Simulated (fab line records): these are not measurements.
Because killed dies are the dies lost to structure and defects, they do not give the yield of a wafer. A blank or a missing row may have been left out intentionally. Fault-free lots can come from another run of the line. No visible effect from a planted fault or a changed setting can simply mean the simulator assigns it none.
The tool behind it: which one? / flow n5-finfet / 11 lots with 32 wafers sampled at 5 steps, on a route of 1938 steps

WHAT THE GAUGES READ, wafer by wafer
Not one reading of a measure or inspect step in the record can be checked against a usual standard deviation.

WHICH TOOL RAN EACH LOT (tool, then ch and the chambers of the sampled wafers, then the start)
lot=L822; N5_BEOL_M12_DEGAS_41=pvd-sputter-01, day 10 23:13; N5_BEOL_M12_SPUTTER_44=pvd-sputter-01, day 10 23:22; N5_BEOL_M13_EXPOSE_07=krf-scanner-01 ch 0, day 11 00:54; N5_BEOL_M13_DESCUM_15=rie-diel-05 ch 0,3, day 11 01:11; N5_PASSIVATION_PROBE_49=-
lot=L821; N5_BEOL_M12_DEGAS_41=pvd-sputter-01, day 11 05:14; N5_BEOL_M12_SPUTTER_44=pvd-sputter-01, day 11 05:23; N5_BEOL_M13_EXPOSE_07=krf-scanner-02 ch 0, day 11 06:57; N5_BEOL_M13_DESCUM_15=rie-diel-05 ch 1,2, day 11 07:21; N5_PASSIVATION_PROBE_49=-
lot=L823; N5_BEOL_M12_DEGAS_41=pvd-sputter-01, day 11 06:51; N5_BEOL_M12_SPUTTER_44=pvd-sputter-01, day 11 07:01; N5_BEOL_M13_EXPOSE_07=krf-scanner-02 ch 0, day 11 08:32; N5_BEOL_M13_DESCUM_15=rie-diel-02 ch 0,2, day 11 08:47; N5_PASSIVATION_PROBE_49=-
lot=L824; N5_BEOL_M12_DEGAS_41=pvd-sputter-02, day 11 14:08; N5_BEOL_M12_SPUTTER_44=pvd-sputter-02, day 11 14:18; N5_BEOL_M13_EXPOSE_07=krf-scanner-02 ch 0, day 11 16:09; N5_BEOL_M13_DESCUM_15=rie-diel-05 ch 2,3, day 11 16:25; N5_PASSIVATION_PROBE_49=-
lot=L825; N5_BEOL_M12_DEGAS_41=pvd-sputter-01, day 11 18:13; N5_BEOL_M12_SPUTTER_44=pvd-sputter-01, day 11 18:22; N5_BEOL_M13_EXPOSE_07=krf-scanner-01 ch 0, day 11 20:16; N5_BEOL_M13_DESCUM_15=rie-diel-01 ch 0,2, day 11 20:43; N5_PASSIVATION_PROBE_49=prober-01, day 13 02:15
lot=L826; N5_BEOL_M12_DEGAS_41=pvd-sputter-01, day 12 01:06; N5_BEOL_M12_SPUTTER_44=pvd-sputter-01, day 12 01:16; N5_BEOL_M13_EXPOSE_07=krf-scanner-01 ch 0, day 12 03:20; N5_BEOL_M13_DESCUM_15=rie-diel-05 ch 0,2, day 12 03:34; N5_PASSIVATION_PROBE_49=-
lot=L829; N5_BEOL_M12_DEGAS_41=pvd-sputter-01, day 13 01:55; N5_BEOL_M12_SPUTTER_44=pvd-sputter-01, day 13 02:05; N5_BEOL_M13_EXPOSE_07=krf-scanner-02 ch 0, day 13 03:31; N5_BEOL_M13_DESCUM_15=rie-diel-05 ch 0,1,2, day 13 03:46; N5_PASSIVATION_PROBE_49=-
lot=L831; N5_BEOL_M12_DEGAS_41=pvd-sputter-02, day 13 22:41; N5_BEOL_M12_SPUTTER_44=pvd-sputter-02, day 13 22:50; N5_BEOL_M13_EXPOSE_07=krf-scanner-02 ch 0, day 14 00:22; N5_BEOL_M13_DESCUM_15=rie-diel-02 ch 0,1,3, day 14 00:38; N5_PASSIVATION_PROBE_49=prober-01, day 15 06:40
lot=L836; N5_BEOL_M12_DEGAS_41=pvd-sputter-03, day 15 00:07; N5_BEOL_M12_SPUTTER_44=pvd-sputter-03, day 15 00:17; N5_BEOL_M13_EXPOSE_07=krf-scanner-01 ch 0, day 15 02:15; N5_BEOL_M13_DESCUM_15=rie-diel-05 ch 0,1,2, day 15 02:31; N5_PASSIVATION_PROBE_49=-
lot=L838; N5_BEOL_M12_DEGAS_41=pvd-sputter-02, day 15 04:15; N5_BEOL_M12_SPUTTER_44=pvd-sputter-02, day 15 04:25; N5_BEOL_M13_EXPOSE_07=krf-scanner-01 ch 0, day 15 07:16; N5_BEOL_M13_DESCUM_15=rie-diel-01 ch 0,1, day 15 07:31; N5_PASSIVATION_PROBE_49=prober-01, day 16 19:10
lot=L839; N5_BEOL_M12_DEGAS_41=pvd-sputter-03, day 15 21:29; N5_BEOL_M12_SPUTTER_44=pvd-sputter-03, day 15 21:39; N5_BEOL_M13_EXPOSE_07=krf-scanner-01 ch 0, day 15 23:11; N5_BEOL_M13_DESCUM_15=rie-diel-02 ch 1,2,3, day 15 23:54; N5_PASSIVATION_PROBE_49=-
- N5_BEOL_M12_DEGAS_41: time 60 s.
- N5_BEOL_M12_SPUTTER_44: material Ta, target thk 10 nm, time 16.13 s.
- N5_BEOL_M13_EXPOSE_07: exposes mask V12.
- N5_BEOL_M13_DESCUM_15: chemistry O2, time 7.9 s.
- N5_PASSIVATION_PROBE_49

AS READ BY THE TOOLS THEMSELVES (means over the sampled wafers that have a number; for cases with no such wafer, the mark the record gives instead)
N5_BEOL_M12_DEGAS_41.
lot=L822; tool=pvd-sputter-01; heater-power-w (W)=316
lot=L821; tool=pvd-sputter-01; heater-power-w (W)=355
lot=L823; tool=pvd-sputter-01; heater-power-w (W)=328
lot=L824; tool=pvd-sputter-02; heater-power-w (W)=327
lot=L825; tool=pvd-sputter-01; heater-power-w (W)=306
lot=L826; tool=pvd-sputter-01; heater-power-w (W)=356
lot=L829; tool=pvd-sputter-01; heater-power-w (W)=317
lot=L831; tool=pvd-sputter-02; heater-power-w (W)=351
lot=L836; tool=pvd-sputter-03; heater-power-w (W)=303
lot=L838; tool=pvd-sputter-02; heater-power-w (W)=331
lot=L839; tool=pvd-sputter-03; heater-power-w (W)=311

N5_BEOL_M12_SPUTTER_44.
lot=L822; tool=pvd-sputter-01; throttle-valve-pct (%)=30.3
lot=L821; tool=pvd-sputter-01; throttle-valve-pct (%)=29.5
lot=L823; tool=pvd-sputter-01; throttle-valve-pct (%)=29.3
lot=L824; tool=pvd-sputter-02; throttle-valve-pct (%)=30.2
lot=L825; tool=pvd-sputter-01; throttle-valve-pct (%)=29.2
lot=L826; tool=pvd-sputter-01; throttle-valve-pct (%)=29.1
lot=L829; tool=pvd-sputter-01; throttle-valve-pct (%)=30.2
lot=L831; tool=pvd-sputter-02; throttle-valve-pct (%)=30.4
lot=L836; tool=pvd-sputter-03; throttle-valve-pct (%)=29.5
lot=L838; tool=pvd-sputter-02; throttle-valve-pct (%)=30.5
lot=L839; tool=pvd-sputter-03; throttle-valve-pct (%)=29.9

N5_BEOL_M13_EXPOSE_07.
lot=L822; tool=krf-scanner-01; exposure-dose-mJ-cm2=25.05; focus-offset-nm (nm)=0.0
lot=L821; tool=krf-scanner-02; exposure-dose-mJ-cm2=24.80; focus-offset-nm (nm)=0.2
lot=L823; tool=krf-scanner-02; exposure-dose-mJ-cm2=24.78; focus-offset-nm (nm)=-0.3
lot=L824; tool=krf-scanner-02; exposure-dose-mJ-cm2=24.80; focus-offset-nm (nm)=-0.5
lot=L825; tool=krf-scanner-01; exposure-dose-mJ-cm2=25.04; focus-offset-nm (nm)=0.3
lot=L826; tool=krf-scanner-01; exposure-dose-mJ-cm2=25.06; focus-offset-nm (nm)=0.3
lot=L829; tool=krf-scanner-02; exposure-dose-mJ-cm2=25.84; focus-offset-nm (nm)=0.0
lot=L831; tool=krf-scanner-02; exposure-dose-mJ-cm2=25.69; focus-offset-nm (nm)=0.3
lot=L836; tool=krf-scanner-01; exposure-dose-mJ-cm2=25.06; focus-offset-nm (nm)=-0.9
lot=L838; tool=krf-scanner-01; exposure-dose-mJ-cm2=25.07; focus-offset-nm (nm)=-0.0
lot=L839; tool=krf-scanner-01; exposure-dose-mJ-cm2=25.05; focus-offset-nm (nm)=-0.3

N5_BEOL_M13_DESCUM_15.
lot=L822; tool=rie-diel-05; drypump-motor-current-A (A)=5.9; oes-product-au (a.u.)=0.73; rf-vpp-V (V)=243.1; showerhead-plenum-p-Torr (Torr)=2.11; throttle-valve-pct (%)=20.44
lot=L821; tool=rie-diel-05; drypump-motor-current-A (A)=5.6; oes-product-au (a.u.)=0.82; rf-vpp-V (V)=242.4; showerhead-plenum-p-Torr (Torr)=2.05; throttle-valve-pct (%)=20.54
lot=L823; tool=rie-diel-02; drypump-motor-current-A (A)=5.8; oes-product-au (a.u.)=0.78; rf-vpp-V (V)=245.1; showerhead-plenum-p-Torr (Torr)=2.19; throttle-valve-pct (%)=20.45
lot=L824; tool=rie-diel-05; drypump-motor-current-A (A)=6.0; oes-product-au (a.u.)=0.76; rf-vpp-V (V)=242.9; showerhead-plenum-p-Torr (Torr)=2.11; throttle-valve-pct (%)=20.44
lot=L825; tool=rie-diel-01; drypump-motor-current-A (A)=5.8; oes-product-au (a.u.)=0.86; rf-vpp-V (V)=242.7; showerhead-plenum-p-Torr (Torr)=2.11; throttle-valve-pct (%)=20.06
lot=L826; tool=rie-diel-05; drypump-motor-current-A (A)=5.6; oes-product-au (a.u.)=0.79; rf-vpp-V (V)=242.5; showerhead-plenum-p-Torr (Torr)=2.05; throttle-valve-pct (%)=20.48
lot=L829; tool=rie-diel-05; drypump-motor-current-A (A)=5.6; oes-product-au (a.u.)=0.77; rf-vpp-V (V)=241.5; showerhead-plenum-p-Torr (Torr)=2.04; throttle-valve-pct (%)=20.58
lot=L831; tool=rie-diel-02; drypump-motor-current-A (A)=6.1; oes-product-au (a.u.)=0.76; rf-vpp-V (V)=243.4; showerhead-plenum-p-Torr (Torr)=2.10; throttle-valve-pct (%)=20.47
lot=L836; tool=rie-diel-05; drypump-motor-current-A (A)=5.6; oes-product-au (a.u.)=0.76; rf-vpp-V (V)=241.8; showerhead-plenum-p-Torr (Torr)=2.04; throttle-valve-pct (%)=20.61
lot=L838; tool=rie-diel-01; drypump-motor-current-A (A)=6.1; oes-product-au (a.u.)=0.81; rf-vpp-V (V)=242.8; showerhead-plenum-p-Torr (Torr)=2.09; throttle-valve-pct (%)=20.07
lot=L839; tool=rie-diel-02; drypump-motor-current-A (A)=6.2; oes-product-au (a.u.)=0.81; rf-vpp-V (V)=244.2; showerhead-plenum-p-Torr (Torr)=2.12; throttle-valve-pct (%)=20.46

N5_PASSIVATION_PROBE_49.
lot=L825; tool=prober-01; defect-limited-yield (%)=91.2; killed_at_M0_to_M3=25; killed_at_M4_up=17; killed-at-contacts=16; killed-at-front-end=44; killed-at-other=3; killed-dies=104; killed-open=69; killed-short=32; sort_bin_5_function (%)=4.9; sort_bin_6_memory (%)=3.5; sort_bin_8_speed (%)=0.00; sort-n-pass=1076
lot=L831; tool=prober-01; defect-limited-yield (%)=90.7; killed_at_M0_to_M3=45; killed_at_M4_up=12; killed-at-contacts=8; killed-at-front-end=42; killed-at-other=2; killed-dies=109; killed-open=70; killed-short=38; sort_bin_5_function (%)=5.6; sort_bin_6_memory (%)=3.2; sort_bin_8_speed (%)=0.08; sort-n-pass=1070
lot=L838; tool=prober-01; defect-limited-yield (%)=90.8; killed_at_M0_to_M3=35; killed_at_M4_up=14; killed-at-contacts=16; killed-at-front-end=41; killed-at-other=2; killed-dies=108; killed-open=73; killed-short=31; sort_bin_5_function (%)=5.2; sort_bin_6_memory (%)=3.5; sort_bin_8_speed (%)=0.14; sort-n-pass=1072

THE ANSWER, worked out from the rows above alone
Rule: the lots themselves supply what counts as usual. The widest of any qualifying gaps counts: lots, ordered by their means at a reading, are off when they make up no more than a third of the lots, leave a main group of 4 or more, and stand apart from it by 3 or more times the standard deviation of that group's means. A main group is skipped when, at the precision printed for the reading in the tables above, its means are all equal. Also off: a lot with no number at a reading for which 4 or more lots have one. All remaining lots with rows at the step are treated as sound. Order of review: gauges by route order, followed by the tools' own readings, for which a lot's mean as printed above is used. The first step at which some lot is off is used, and at that step the reading that is off furthest; a lot without a number counts as furthest.
Off at N5_BEOL_M13_EXPOSE_07 (exposure-dose-mJ-cm2): L829, L831. For the main group the mean is 24.97 and the standard deviation 0.12.
If a tool, at that step or one of the process steps before it, ran each lot that is off and ran no sound lot following the first of them, it fits. One candidate fits, namely krf-scanner-02 at N5_BEOL_M13_EXPOSE_07. Its last sound lot is L824 (day 11 16:09), its first lot that is off L829 (day 13 03:31): a fault that began between those two fits.
The tool's own readings at N5_BEOL_M13_EXPOSE_07 bear it out: on the lots that are off they differ by more than 5 times the standard deviation of the sound lots' means. exposure-dose-mJ-cm2 reads 25.77 there against 24.97 on the sound lots.

WHAT THE SIMULATOR HAD INSERTED
Drift in process parameters on krf-scanner-02 at N5_BEOL_M13_EXPOSE_07, starting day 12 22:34. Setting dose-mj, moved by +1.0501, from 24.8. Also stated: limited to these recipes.
Shown lots that were struck: L829, L831. The rule given above showed the same thing.
